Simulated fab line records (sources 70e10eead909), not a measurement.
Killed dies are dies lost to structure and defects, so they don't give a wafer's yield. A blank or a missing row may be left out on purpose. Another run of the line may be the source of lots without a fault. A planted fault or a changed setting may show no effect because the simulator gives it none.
Matching of chambers + flow nand-harc + 4 sister chambers for NHARC_A_STAIRCASE_ETCH_253 on rie-diel-13
The step etches the open film in C4F8/O2, target depth 50 nm, time 20.2 s. 4 wafers are shown with their chamber, then 9 later ones without.

## WAFERS, EACH WITH ITS CHAMBER
| wafer  | chamber | rf-vpp-V (V) |
|--------|---------|--------------|
| L082.1 | 0       | 895          |
| L082.4 | 3       | 898          |
| L086.5 | 2       | 898          |
| L086.6 | 1       | 893          |

## WAFERS WITHOUT THEIR CHAMBER
| wafer  | rf-vpp-V (V) |
|--------|--------------|
| L087.2 | 897          |
| L087.3 | 892          |
| L087.6 | 898          |
| L094.2 | 896          |
| L094.3 | 891          |
| L094.4 | 900          |
| L096.4 | 896          |
| L096.5 | 898          |
| L096.6 | 896          |

## EACH ONE'S CHAMBER
| wafer  | from the rows above               | in truth |
|--------|-----------------------------------|----------|
| L087.2 | can't be placed: 2 or 3 or 0      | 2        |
| L087.3 | can't be placed: 1 or 0           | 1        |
| L087.6 | can't be placed: 2 or 3           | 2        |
| L094.2 | can't be placed: 0 or 2 or 3 or 1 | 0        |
| L094.3 | can't be placed: 1 or 0           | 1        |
| L094.4 | can't be placed: 2 or 3           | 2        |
| L096.4 | can't be placed: 0 or 2 or 3 or 1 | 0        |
| L096.5 | can't be placed: 2 or 3           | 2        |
| L096.6 | can't be placed: 0 or 2 or 3 or 1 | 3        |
Correct placement for 0 of the 9. These rows do not allow placing 9 (true chamber among the candidates in 9). 0 placed wrongly.
How it was worked out, from the rows above alone: a wafer's distance from a chamber is the root of the sum, over the readings, of the square of ((its reading less the chamber's mean) divided by the reading's scatter). The wafer belongs to the nearest chamber; if the next one is less than 2 further off, it can't be placed. A chamber's mean is the mean of its shown wafers. The scatter: root of mean squared gap, hidden wafer to nearest shown wafer, with one shown wafer a chamber.
